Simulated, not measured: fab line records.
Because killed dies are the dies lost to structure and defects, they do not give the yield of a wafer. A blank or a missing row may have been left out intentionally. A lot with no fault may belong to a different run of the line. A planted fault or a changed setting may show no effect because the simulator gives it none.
Split-lot experiment -- flow n5_finfet -- 21 wafers read across 7 lots, on a route 1938 steps long

THE SPLIT ITSELF
At N5_BEOL_M0_CUTY_COAT_51 (resist thk 150 nm), the setting spin_rpm was moved away from the recipe's 1500 rpm on 9 of the 21 wafers read, by -5.7% to +10.3%. This setting was run at the recipe's value on the other wafers.

FROM THE SPLIT TO THE READING: what the file shows between them, 6 steps
- N5_BEOL_M0_CUTY_EBR_52
- N5_BEOL_M0_CUTY_SOFTBAKE_53: time 60 s
- N5_BEOL_M0_CUTY_EXPOSE_54: exposes mask M0 ABLK
- N5_BEOL_M0_CUTY_PEB_55: peb time 60 s
- N5_BEOL_M0_CUTY_DEVELOP_56: develop time 30 s
- N5_BEOL_M0_CUTY_DESCUM_61: chemistry O2, time 7.9 s (also split here: time_s)

THE READING
CAR-ArF-block_of_BEOL_M0_CUTY_COAT_51.thk_nm (the simulator's own value, which no gauge read), in nm, at N5_BEOL_M0_CUTY_ETCH_62 (etches SiARC in CF4, time 58.5 s). The file does not state a usual value for it. Across the 12 wafers here that went through the recipe, the average is 118.8 nm and the standard deviation 0.68 nm.

wafer,"tool, chamber at the split","spin_rpm as run, rpm",against the recipe,"CAR-ArF-block_of_BEOL_M0_CUTY_COAT_51.thk_nm, nm",against lot-mates on the recipe
L075.2,"litho_track-04, 0",1415,-5.7%,122.6,+5.4
L075.4,"litho_track-04, 0",1415,-5.7%,123,+5.8
L075.6,"litho_track-04, 0",1500,recipe,117.2,-
L077.3,"litho_track-01, 0",1500,recipe,118.4,-
L077.5,"litho_track-01, 0",1655,+10.3%,111.2,-7.4
L077.6,"litho_track-01, 0",1500,recipe,118.8,-
L078.2,"litho_track-04, 0",1500,recipe,118.4,-
L078.4,"litho_track-04, 0",1500,recipe,118.6,-
L078.6,"litho_track-04, 0",1500,recipe,118.6,-
L079.2,"litho_track-01, 0",1441,-3.9%,121.4,+3.0
L079.4,"litho_track-01, 0",1441,-3.9%,121.4,+3.0
L079.6,"litho_track-01, 0",1500,recipe,118.4,-
L086.1,"litho_track-04, 0",1500,recipe,119.4,-
L086.2,"litho_track-04, 0",1647,+9.8%,111.6,-7.8
L086.6,"litho_track-04, 0",1647,+9.8%,111.8,-7.6
L087.2,"litho_track-04, 0",1500,recipe,119.2,-
L087.3,"litho_track-04, 0",1500,recipe,120,-
L087.6,"litho_track-04, 0",1500,recipe,119,-
L089.2,"litho_track-03, 0",1500,recipe,119.4,-
L089.5,"litho_track-03, 0",1437,-4.2%,122.8,+3.4
L089.6,"litho_track-03, 0",1437,-4.2%,123,+3.6

FIT RESULTS
A straight line over all 21 wafers: CAR-ArF-block_of_BEOL_M0_CUTY_COAT_51.thk_nm changes by -0.741 nm for each +1% of spin_rpm; r = -0.98; the points scatter about the line by 0.64 nm.
The same after taking each lot's own level away (the mean of its wafers on the recipe; 21 wafers): -0.802 nm for each +1%; r = -0.99; scatter 0.42 nm.
Per that fit: largest spin_rpm move, reading shift of 8.3 nm.
Measured against the standard deviation above, the lots' own levels, which go from 117.20 to 119.40 nm, span 3.3 times it.
The two slopes are in agreement: the lot-to-lot level therefore moves the slope only a little.
Check: with one of the wafers moved furthest among these (+10.3%) left out of the fit, the line predicts -8.43 nm for it against its lot-mates. Against them it came out at -7.4 nm.

THESE WAFERS: OTHER SPLITS
Other splits were also applied to these wafers ahead of the reading. Each is held against what the fit with the lots' levels taken away leaves over:
other split on the same wafers,wafers away from the commonest value,r with CAR-ArF-block_of_BEOL_M0_CUTY_COAT_51.thk_nm (lot level and that fit taken away)
N5_MOL_CONTACT_COAG_EXPOSE_37 dose_mj,8,+0.20
N5_BEOL_M0_CUTY_COAT_50 spin_rpm,7,-0.23
N5_BEOL_M0_CUTY_DESCUM_61 time_s,8,+0.01

THE WHOLE CHAIN: every reading that the file lists as answering this split, in the file's order
step,what it does,reading,change (the file's fit),r (the file's)
N5_BEOL_M0_CUTY_COAT_51,resist thk 150 nm,"CAR-ArF-block_of_BEOL_M0_CUTY_COAT_51.thk_nm (the simulator's own value, which no gauge read)",-0.754 nm for each +1% of the setting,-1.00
N5_BEOL_M0_CUTY_DEVELOP_56,develop time 30 s,"CAR-ArF-block_of_BEOL_M0_CUTY_COAT_51.thk_nm (the simulator's own value, which no gauge read)",-0.758 nm for each +1% of the setting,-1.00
N5_BEOL_M0_CUTY_DESCUM_61,"chemistry O2, time 7.9 s","CAR-ArF-block_of_BEOL_M0_CUTY_COAT_51.thk_nm (the simulator's own value, which no gauge read)",-0.774 nm for each +1% of the setting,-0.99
N5_BEOL_M0_CUTY_ETCH_62,"etches SiARC in CF4, time 58.5 s","CAR-ArF-block_of_BEOL_M0_CUTY_COAT_51.thk_nm (the simulator's own value, which no gauge read)",-0.784 nm for each +1% of the setting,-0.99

FILE'S OWN FIT
CAR-ArF-block_of_BEOL_M0_CUTY_COAT_51.thk_nm changes by -0.784 nm for each +1% of spin_rpm, r = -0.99.
